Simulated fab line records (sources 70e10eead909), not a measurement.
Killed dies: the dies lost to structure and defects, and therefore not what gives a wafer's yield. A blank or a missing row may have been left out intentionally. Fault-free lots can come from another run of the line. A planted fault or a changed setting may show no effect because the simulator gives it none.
Which tool was responsible? | flow nandHarc | 36 wafers from 12 lots sampled at 5 of the route's 1302 steps

## WHAT EACH GAUGE READ, for each wafer
NHARC_P_M0_INSPECT_11. Usual: rawDefectCount at 3.8, with a standard deviation of 2.2.
lot  | measured     | on               | rawDefectCount | flag
L640 | day 6 16:42  | defectInspect-02 | 6 5 5          | 
L641 | day 7 09:31  | defectInspect-01 | 4 4 7          | 
L643 | day 8 01:14  | defectInspect-01 | 7 10 10        | 
L644 | day 8 13:02  | defectInspect-01 | 2 1 2          | 
L648 | day 10 05:29 | defectInspect-01 | 4 4 4          | 
L653 | day 12 20:05 | defectInspect-02 | 5 4 9          | 
L655 | day 13 06:01 | defectInspect-01 | 0 5 7          | 
L657 | day 13 20:01 | defectInspect-01 | 4 6 1          | 
L656 | day 13 20:26 | defectInspect-02 | 2 4 4          | 
L658 | day 14 11:16 | defectInspect-01 | 4 3 2          | 
L659 | day 15 02:46 | defectInspect-02 | 4 4 7          | 
L661 | day 15 12:54 | defectInspect-01 | 3 4 4          | 

NHARC_END_SORT_01. Usual: for defectLimitedYield, 90 % with a standard deviation of 4.1; for killedAtArray, 63 with a standard deviation of 27; for killedAtOther, 0.7 with a standard deviation of 1.2; for killedAtPeriphery, 3.1 with a standard deviation of 2; for killedDies, 67 with a standard deviation of 28; for killedOpen, 3.0 with a standard deviation of 1.9; for killedShort, 2.2 with a standard deviation of 1.5.
lot  | measured     | on        | defectLimitedYield (%) | killedAtArray | killedAtOther | killedAtPeriphery | killedDies | killedOpen | killedShort | flag
L640 | day 25 01:46 | prober-02 | 93 91 92               | 44 57 52      | 0 0 1         | 6 3 3             | 50 60 56   | 5 4 6      | 0 1 4       | 
L641 | day 25 13:47 | prober-02 | 87 89 86               | 84 74 91      | 0 0 0         | 4 3 4             | 88 77 95   | 3 2 10     | 1 2 2       | 
L643 | day 26 06:21 | prober-01 | 84 85 86               | 103 92 83     | 2 0 3         | 5 10 8            | 110 102 94 | 2 3 0      | 3 2 0       | 
L644 | day 26 16:31 | prober-02 | 96 96 97               | 21 23 20      | 0 0 1         | 6 1 2             | 27 24 23   | 3 3 3      | 3 1 2       | 
L648 | day 28 11:41 | prober-02 | 96 96 96               | 22 28 22      | 0 0 0         | 4 2 4             | 26 30 26   | 6 5 6      | 2 2 1       | 
L653 | day 31 19:33 | prober-01 | 89 89 88               | 74 70 74      | 0 0 0         | 2 3 5             | 76 73 79   | 0 2 5      | 2 2 3       | 
L655 | day 32 08:10 | prober-02 | 93 92 92               | 46 49 50      | 0 0 0         | 4 4 5             | 50 53 55   | 6 1 2      | 1 4 5       | 
L657 | day 33 04:20 | prober-02 | 86 86 87               | 90 97 89      | 1 0 1         | 5 1 0             | 96 98 90   | 4 3 2      | 4 2 4       | 
L656 | day 32 05:50 | prober-01 | 91 92 93               | 60 48 44      | 0 1 0         | 4 2 3             | 64 51 47   | 1 0 2      | 2 1 0       | 
L658 | day 32 22:00 | prober-01 | 94 95 95               | 37 27 28      | 0 0 1         | 2 5 2             | 39 32 31   | 7 7 5      | 1 1 0       | 
L659 | day 34 16:57 | prober-01 | 94 91 93               | 40 51 40      | 0 0 0         | 3 7 5             | 43 58 45   | 1 6 1      | 1 1 2       | 
L661 | day 33 23:48 | prober-02 | 94 95 94               | 34 33 39      | 4 1 0         | 5 2 4             | 43 36 43   | 2 3 3      | 2 1 2       | 

## TOOL THAT RAN EACH LOT (tool first, then ch and the chambers of the sampled wafers, then the start)
lot  | NHARC_P_CONTACT_ALD_22             | NHARC_P_M0_DESCUM_14              | NHARC_P_M0_PVD_20
L640 | aldMetal-04 ch 0,2,3, day 6 14:26  | rieDiel-02 ch 0,2, day 6 16:48    | pvdSputter-02, day 6 18:35
L641 | aldMetal-03 ch 1,2,3, day 7 07:14  | rieDiel-13 ch 0,1,2, day 7 09:35  | pvdSputter-01, day 7 10:38
L643 | aldMetal-02 ch 1,2,3, day 7 22:57  | rieDiel-02 ch 0,2,3, day 8 01:19  | pvdSputter-02, day 8 02:28
L644 | aldMetal-04 ch 0,1,3, day 8 10:53  | rieDiel-03 ch 1,2,3, day 8 13:07  | pvdSputter-02, day 8 14:08
L648 | aldMetal-02 ch 0,1,3, day 10 03:15 | rieDiel-03 ch 2,3, day 10 05:34   | pvdSputter-02, day 10 06:34
L653 | aldMetal-04 ch 0,1,3, day 12 17:41 | rieDiel-13 ch 1,2,3, day 12 20:10 | pvdSputter-03, day 12 21:18
L655 | aldMetal-03 ch 0,1,2, day 13 03:56 | rieDiel-02 ch 0,1, day 13 06:05   | pvdSputter-02, day 13 07:07
L657 | aldMetal-03 ch 1,2, day 13 17:43   | rieDiel-03 ch 0,2,3, day 13 20:05 | pvdSputter-01, day 13 21:07
L656 | aldMetal-04 ch 0,2,3, day 13 18:10 | rieDiel-03 ch 1,2, day 13 20:31   | pvdSputter-02, day 13 21:33
L658 | aldMetal-04 ch 0,1,2, day 14 09:01 | rieDiel-13 ch 1,2, day 14 11:20   | pvdSputter-02, day 14 12:26
L659 | aldMetal-04 ch 0,3, day 15 00:30   | rieDiel-13 ch 0,2,3, day 15 02:51 | pvdSputter-02, day 15 03:54
L661 | aldMetal-03 ch 0,1,3, day 15 10:38 | rieDiel-02 ch 0,1,3, day 15 13:07 | pvdSputter-01, day 15 14:09
- NHARC_P_CONTACT_ALD_22: deposits TiN, target thk 3 nm, pulse time 1 s, ald cycles 150.
- NHARC_P_M0_DESCUM_14: chemistry O2, time 3 s.
- NHARC_P_M0_PVD_20: deposits TaN, target thk 5 nm, time 8.06 s.

## AS READ BY THE TOOLS THEMSELVES (means over the sampled wafers that have a number; for cases with no such wafer, the mark the record gives instead)
NHARC_P_CONTACT_ALD_22. Usual: heaterPowerW 1134 W, standard deviation 74; precursorPulseHeightRel 0.997, standard deviation 0.019.
lot  | tool        | heaterPowerW (W) | precursorPulseHeightRel | flag
L640 | aldMetal-04 | 1145             | 0.988                   | 
L641 | aldMetal-03 | 1098             | 1.008                   | 
L643 | aldMetal-02 | 1029             | 0.985                   | 
L644 | aldMetal-04 | 1191             | 1.001                   | 
L648 | aldMetal-02 | 1081             | 0.982                   | 
L653 | aldMetal-04 | 1197             | 0.995                   | 
L655 | aldMetal-03 | 1139             | 1.000                   | 
L657 | aldMetal-03 | 1188             | 1.000                   | 
L656 | aldMetal-04 | 1162             | 0.983                   | 
L658 | aldMetal-04 | 1175             | 0.994                   | 
L659 | aldMetal-04 | 1180             | 1.010                   | 
L661 | aldMetal-03 | 1084             | 1.006                   | 

NHARC_P_M0_DESCUM_14. Usual: drypumpMotorCurrentA 5.9 A, standard deviation 0.4; oesProductAu 1.002 a.u., standard deviation 0.013; rfVppV 57.7 V, standard deviation 1; showerheadPlenumPTorr 1.91 Torr, standard deviation 0.088; throttleValvePct 11.311 %, standard deviation 0.0094.
lot  | tool       | drypumpMotorCurrentA (A) | oesProductAu (a.u.) | rfVppV (V) | showerheadPlenumPTorr (Torr) | throttleValvePct (%) | flag
L640 | rieDiel-02 | 5.6                      | 0.997               | 58.0       | 1.94                         | 11.311               | 
L641 | rieDiel-13 | 6.4                      | 1.000               | 57.2       | 1.90                         | 11.315               | 
L643 | rieDiel-02 | 5.7                      | 0.988               | 57.7       | 1.95                         | 11.310               | 
L644 | rieDiel-03 | 6.0                      | 0.995               | 57.4       | 1.90                         | 11.307               | 
L648 | rieDiel-03 | 5.9                      | 1.016               | 59.1       | 1.97                         | 11.304               | 
L653 | rieDiel-13 | 6.2                      | 1.006               | 57.5       | 1.82                         | 11.319               | 
L655 | rieDiel-02 | 5.3                      | 1.002               | 59.1       | 1.94                         | 11.304               | 
L657 | rieDiel-03 | 6.0                      | 1.004               | 57.6       | 1.92                         | 11.309               | 
L656 | rieDiel-03 | 6.1                      | 0.976               | 57.4       | 1.80                         | 11.318               | 
L658 | rieDiel-13 | 6.4                      | 0.992               | 59.1       | 1.86                         | 11.310               | 
L659 | rieDiel-13 | 6.2                      | 1.011               | 58.4       | 1.89                         | 11.292               | 
L661 | rieDiel-02 | 5.4                      | 0.999               | 57.0       | 1.97                         | 11.315               | 

NHARC_P_M0_PVD_20. Usual: biasV 168.6 V, standard deviation 1.8; substrateTempC 50.01 C, standard deviation 0.11; throttleValvePct 30.0 %, standard deviation 0.66.
lot  | tool          | biasV (V) | substrateTempC (C) | throttleValvePct (%) | flag
L640 | pvdSputter-02 | 167.1     | 50.15              | 30.7                 | 
L641 | pvdSputter-01 | 168.8     | 50.03              | 29.2                 | 
L643 | pvdSputter-02 | 168.4     | 50.03              | 30.4                 | 
L644 | pvdSputter-02 | 168.0     | 50.05              | 30.0                 | 
L648 | pvdSputter-02 | 168.2     | 50.12              | 29.9                 | 
L653 | pvdSputter-03 | 167.1     | 49.97              | 29.8                 | 
L655 | pvdSputter-02 | 169.2     | 50.06              | 30.3                 | 
L657 | pvdSputter-01 | 170.0     | 49.97              | 28.7                 | 
L656 | pvdSputter-02 | 168.7     | 49.95              | 29.9                 | 
L658 | pvdSputter-02 | 169.6     | 49.99              | 30.4                 | 
L659 | pvdSputter-02 | 168.0     | 49.97              | 30.3                 | 
L661 | pvdSputter-01 | 167.8     | 49.99              | 29.7                 | 

## THE ANSWER, worked out from the rows above alone
Rule: a lot is off if the mean of its wafers that have a number lies more than 3 standard deviations from the usual mean. Also off: a lot with no number at a reading for which 4 or more lots have one. Any other lot the step has rows for is counted as sound. The gauges are gone through in route order, then the tools' own readings, and for those a lot's mean is taken as printed above. The first step at which some lot is off is used, and at that step the reading that is off furthest; a lot without a number counts as furthest.
Across all readings shown, no lot is off: no conclusion can be drawn from this.

## WHAT THE SIMULATOR HAD INSERTED
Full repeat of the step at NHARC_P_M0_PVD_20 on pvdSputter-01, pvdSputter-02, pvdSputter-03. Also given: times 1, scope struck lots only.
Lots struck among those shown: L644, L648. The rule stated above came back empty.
